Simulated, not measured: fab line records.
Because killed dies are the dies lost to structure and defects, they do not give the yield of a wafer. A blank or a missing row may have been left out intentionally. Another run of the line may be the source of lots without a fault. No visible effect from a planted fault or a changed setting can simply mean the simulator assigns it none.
The tool behind it: which one?    flow nand_harc    Sampling: 11 lots, 33 wafers, 6 of 1159 route steps

## WHAT EACH GAUGE READ, for each wafer
NHARC_P_M2_CD_MEAS_09: target cd 170 nm. Usual: cd_nm reads 170.1 nm (standard deviation 0.5).
lot   measured      on         cd_nm (nm)         flag
L688  day 6 07:31   cd_sem-02  170.0 169.9 170.0  
L689  day 6 20:00   cd_sem-01  169.8 169.8 170.1  
L691  day 7 08:37   cd_sem-03  170.1 169.9 170.4  
L695  day 7 20:38   cd_sem-03  170.1 169.7 169.8  
L697  day 8 06:53   cd_sem-02  169.2 170.0 170.1  
L701  day 9 10:31   cd_sem-03  170.0 170.0 170.6  
L699  day 9 10:55   cd_sem-03  170.1 170.4 170.5  
L700  day 9 11:37   cd_sem-03  170.0 169.3 169.9  
L704  day 10 09:08  cd_sem-02  170.2 170.9 171.3  
L706  day 10 15:55  cd_sem-03  161.0 161.2 160.7  OFF
L708  day 11 03:12  cd_sem-03  163.0 162.6 162.5  OFF

NHARC_END_SORT_01. Usual: defect_limited_yield 95.8 %, standard deviation 1.2; killed_at_array 24, standard deviation 7.4; killed_at_other 0.5, standard deviation 0.81; killed_at_periphery 3.4, standard deviation 2.3; killed_dies 28, standard deviation 8; killed_open 3.4, standard deviation 1.8; killed_short 2.0, standard deviation 1.4; sort_bin_2_pct 1.3 %, standard deviation 0.54; sort_bin_3_pct 0.23 %, standard deviation 0.2; sort_bin_4_pct 2.7 %, standard deviation 0.77; sort_n_pass 649, standard deviation 8; sort_rim_yield_pct 94.2 %, standard deviation 2.7; sort_yield_pct 95.8 %, standard deviation 1.2.
lot   measured      on         defect_limited_yield (%)  killed_at_array  killed_at_other  killed_at_periphery  killed_dies  killed_open  killed_short  sort_bin_2_pct (%)  sort_bin_3_pct (%)  sort_bin_4_pct (%)  sort_n_pass  sort_rim_yield_pct (%)  sort_yield_pct (%)  flag
L706  day 24 07:50  prober-02  94.2                      32               0                7                    39           3            1             1.8                 0.15                3.8                 638          89.6                    94.2                

## EACH LOT AND THE TOOL THAT RAN IT (in order: tool; ch and the chambers of the sampled wafers; start)
lot   NHARC_P_M1_DESCUM_14                NHARC_P_M1_ANNEAL_31              NHARC_P_M2_PEB_07                  NHARC_P_M2_STRIP_18
L688  rie_diel-08 ch 1,2, day 6 03:09     rtp_anneal-01 ch 0, day 6 05:02   litho_track-01 ch 0, day 6 07:26   rie_diel-07 ch 0,2, day 6 08:06
L689  rie_diel-08 ch 0,2, day 6 15:56     rtp_anneal-02 ch 0, day 6 17:51   litho_track-04 ch 0, day 6 19:55   rie_diel-07 ch 0,1,3, day 6 20:47
L691  rie_diel-08 ch 0,1, day 7 04:35     rtp_anneal-01 ch 0, day 7 06:38   litho_track-01 ch 0, day 7 08:32   rie_diel-07 ch 1,2, day 7 09:11
L695  rie_diel-05 ch 0,3, day 7 16:39     rtp_anneal-01 ch 0, day 7 18:25   litho_track-06 ch 0, day 7 20:33   rie_diel-07 ch 0,2,3, day 7 21:13
L697  rie_diel-09 ch 0,1, day 8 02:51     rtp_anneal-01 ch 0, day 8 04:42   litho_track-04 ch 0, day 8 06:48   rie_diel-07 ch 0,1,3, day 8 07:27
L701  rie_diel-09 ch 2,3, day 9 06:25     rtp_anneal-02 ch 0, day 9 08:14   litho_track-01 ch 0, day 9 10:26   rie_diel-07 ch 1,2,3, day 9 11:06
L699  rie_diel-08 ch 0,2,3, day 9 06:35   rtp_anneal-01 ch 0, day 9 08:35   litho_track-04 ch 0, day 9 10:50   rie_diel-11 ch 0,1,3, day 9 11:35
L700  rie_diel-09 ch 0,2, day 9 06:58     rtp_anneal-02 ch 0, day 9 08:48   litho_track-06 ch 0, day 9 11:32   rie_diel-07 ch 0,1, day 9 12:10
L704  rie_diel-09 ch 0,2,3, day 10 05:05  rtp_anneal-01 ch 0, day 10 06:50  litho_track-04 ch 0, day 10 09:04  rie_diel-11 ch 0,1,2, day 10 09:45
L706  rie_diel-08 ch 0,3, day 10 11:51    rtp_anneal-01 ch 0, day 10 13:41  litho_track-04 ch 0, day 10 15:50  rie_diel-07 ch 0,1, day 10 16:29
L708  rie_diel-05 ch 0,1,2, day 10 23:20  rtp_anneal-02 ch 0, day 11 01:05  litho_track-04 ch 0, day 11 03:07  rie_diel-11 ch 0,1,3, day 11 04:18
- NHARC_P_M1_DESCUM_14: chemistry O2, time 3 s.
- NHARC_P_M1_ANNEAL_31: time 90 s.
- NHARC_P_M2_PEB_07: peb time 65 s.
- NHARC_P_M2_STRIP_18: strips in N2/H2.

## WHAT THE TOOLS THEMSELVES READ (means of the sampled wafers that have a number; where no wafer has one, the mark that the record gives instead)
NHARC_P_M1_DESCUM_14. Usual: drypump_motor_current_A 5.7 A, standard deviation 0.55; oes_product_au 1.002 a.u., standard deviation 0.0085; rf_vpp_V 58.0 V, standard deviation 0.85; showerhead_plenum_p_Torr 1.97 Torr, standard deviation 0.077; throttle_valve_pct 11.311 %, standard deviation 0.0097.
lot   tool         drypump_motor_current_A (A)  oes_product_au (a.u.)  rf_vpp_V (V)  showerhead_plenum_p_Torr (Torr)  throttle_valve_pct (%)  flag
L688  rie_diel-08  6.4                          1.005                  57.9          2.02                             11.306                  
L689  rie_diel-08  6.3                          0.997                  57.9          2.06                             11.309                  
L691  rie_diel-08  6.5                          1.002                  58.6          2.02                             11.310                  
L695  rie_diel-05  5.6                          1.005                  58.9          1.95                             11.316                  
L697  rie_diel-09  5.5                          1.006                  57.7          1.91                             11.316                  
L701  rie_diel-09  4.9                          1.006                  58.0          1.91                             11.307                  
L699  rie_diel-08  6.2                          0.988                  57.9          2.02                             11.307                  
L700  rie_diel-09  5.2                          1.013                  58.2          1.97                             11.316                  
L704  rie_diel-09  5.1                          1.004                  57.9          1.94                             11.299                  
L706  rie_diel-08  6.1                          0.999                  58.0          1.98                             11.305                  
L708  rie_diel-05  5.9                          1.005                  58.0          1.96                             11.315                  

NHARC_P_M1_ANNEAL_31. Usual: wafer_temp_C_max reads 226.5 (standard deviation 0.64).
lot   tool           wafer_temp_C_max  flag
L688  rtp_anneal-01  226.9             
L689  rtp_anneal-02  225.5             
L691  rtp_anneal-01  226.8             
L695  rtp_anneal-01  227.0             
L697  rtp_anneal-01  226.8             
L701  rtp_anneal-02  225.5             
L699  rtp_anneal-01  227.3             
L700  rtp_anneal-02  225.6             
L704  rtp_anneal-01  227.0             
L706  rtp_anneal-01  226.8             
L708  rtp_anneal-02  225.7             

NHARC_P_M2_PEB_07. Usual: heater_power_total_W reads 156.6 W (standard deviation 0.41).
lot   tool            heater_power_total_W (W)  flag
L688  litho_track-01  156.5                     
L689  litho_track-04  156.3                     
L691  litho_track-01  156.9                     
L695  litho_track-06  156.5                     
L697  litho_track-04  156.7                     
L701  litho_track-01  156.4                     
L699  litho_track-04  156.3                     
L700  litho_track-06  156.9                     
L704  litho_track-04  156.8                     
L706  litho_track-04  180.9                     OFF
L708  litho_track-04  180.8                     OFF

NHARC_P_M2_STRIP_18. Usual: drypump_motor_current_A 6.0 A, standard deviation 0.45; oes_product_au 0.997 a.u., standard deviation 0.0082; rf_vpp_V 90.8 V, standard deviation 1; showerhead_plenum_p_Torr 2.08 Torr, standard deviation 0.099; throttle_valve_pct 14.170 %, standard deviation 0.0093.
lot   tool         drypump_motor_current_A (A)  oes_product_au (a.u.)  rf_vpp_V (V)  showerhead_plenum_p_Torr (Torr)  throttle_valve_pct (%)  flag
L688  rie_diel-07  5.5                          0.992                  91.1          2.01                             14.172                  
L689  rie_diel-07  6.1                          1.001                  90.3          2.02                             14.168                  
L691  rie_diel-07  6.4                          0.990                  90.1          2.12                             14.184                  
L695  rie_diel-07  5.8                          0.993                  90.7          2.06                             14.172                  
L697  rie_diel-07  6.1                          0.998                  91.3          2.02                             14.176                  
L701  rie_diel-07  6.2                          0.997                  91.5          2.12                             14.171                  
L699  rie_diel-11  5.7                          1.003                  91.3          2.14                             14.170                  
L700  rie_diel-07  6.3                          0.996                  90.6          2.02                             14.174                  
L704  rie_diel-11  5.6                          0.999                  91.4          2.09                             14.161                  
L706  rie_diel-07  6.2                          0.999                  90.2          2.02                             14.182                  
L708  rie_diel-11  5.7                          0.995                  92.0          2.14                             14.167                  

## THE ANSWER, worked out from the rows above alone
Rule: a lot is off if the mean of its wafers that have a number lies more than 3 standard deviations from the usual mean. A lot without any number at a reading at which 4 lots or more have one is off too. All remaining lots with rows at the step are treated as sound. The gauges are gone through in route order, then the tools' own readings, and for those a lot's mean is taken as printed above. The first step at which some lot is off is used, and at that step the reading that is off furthest; a lot without a number counts as furthest.
Off at NHARC_P_M2_CD_MEAS_09 (cd_nm): L706, L708.
A tool fits if, at a process step before that reading, it ran every lot that is off, and no sound lot after the first of them. Not tried: the gauges at NHARC_P_M2_CD_MEAS_09; whatever is off there is also off at NHARC_P_M2_PEB_07, on other tools, and gauge error can't account for it. One candidate fits, namely litho_track-04 at NHARC_P_M2_PEB_07. Its last sound lot is L704 (day 10 09:04), its first lot that is off L706 (day 10 15:50): a fault that began between those two fits.
The tool's own readings at NHARC_P_M2_PEB_07 bear it out: on the lots that are off they differ by more than 5 times the standard deviation of the sound lots' means. heater_power_total_W reads 180.9 W there against 156.6 W on the sound lots.

## WHAT HAD BEEN PUT IN BY THE SIMULATOR
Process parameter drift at NHARC_P_M2_PEB_07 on litho_track-04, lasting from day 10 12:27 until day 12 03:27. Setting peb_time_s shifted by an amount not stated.
Struck lots among those shown: L706, L708. The same result came from the rule above.
